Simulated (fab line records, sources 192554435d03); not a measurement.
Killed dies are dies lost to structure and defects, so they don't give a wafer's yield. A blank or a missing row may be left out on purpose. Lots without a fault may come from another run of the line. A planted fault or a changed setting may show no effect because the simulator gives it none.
Chamber matching | flow n5_finfet | N5_BEOL_M2_CO_CAP_55 on cvd_co-02: 3 sister chambers
The step material Co, precursor CCTBA/H2, target thk 2 nm, time 102.1 s. 6 wafers are shown with their chamber, then 12 later ones without.

WAFERS WITH THEIR CHAMBER
wafer  | chamber | heater_power_w (W)
L089.3 | 0       | 247
L089.4 | 2       | 255
L089.6 | 1       | 248
L090.1 | 0       | 240
L090.2 | 1       | 256
L090.3 | 2       | 248

WAFERS WITHOUT THEIR CHAMBER
wafer  | heater_power_w (W)
L090.4 | 248
L090.5 | 244
L090.6 | 252
L096.4 | 254
L096.5 | 252
L096.6 | 239
L095.1 | 255
L095.3 | 242
L095.4 | 257
L097.1 | 252
L097.2 | 245
L097.5 | 254

WHICH CHAMBER EACH WENT THROUGH
wafer  | from the rows above          | in truth
L090.4 | can't be placed: 2 or 1 or 0 | 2
L090.5 | can't be placed: 0 or 2 or 1 | 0
L090.6 | can't be placed: 1 or 2 or 0 | 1
L096.4 | can't be placed: 1 or 2 or 0 | 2
L096.5 | can't be placed: 1 or 2 or 0 | 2
L096.6 | can't be placed: 0 or 2 or 1 | 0
L095.1 | can't be placed: 1 or 2 or 0 | 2
L095.3 | can't be placed: 0 or 2 or 1 | 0
L095.4 | can't be placed: 1 or 2 or 0 | 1
L097.1 | can't be placed: 1 or 2 or 0 | 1
L097.2 | can't be placed: 0 or 2 or 1 | 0
L097.5 | can't be placed: 1 or 2 or 0 | 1
Placed correctly: 0 of 12. Can't be placed from these rows: 12 (the true chamber is among the candidates in 12). Placed wrongly: 0.
How it was worked out, from the rows above alone: a wafer's distance from a chamber is the root of the sum, over the readings, of the square of ((its reading less the chamber's mean) divided by the reading's scatter). The wafer belongs to the nearest chamber; if the next one is less than 2 further off, it can't be placed. A chamber's mean is the mean of its shown wafers. The scatter: the root of (the sum of the squares of (reading less its chamber's mean) over the shown wafers, divided by (wafers less chambers)).
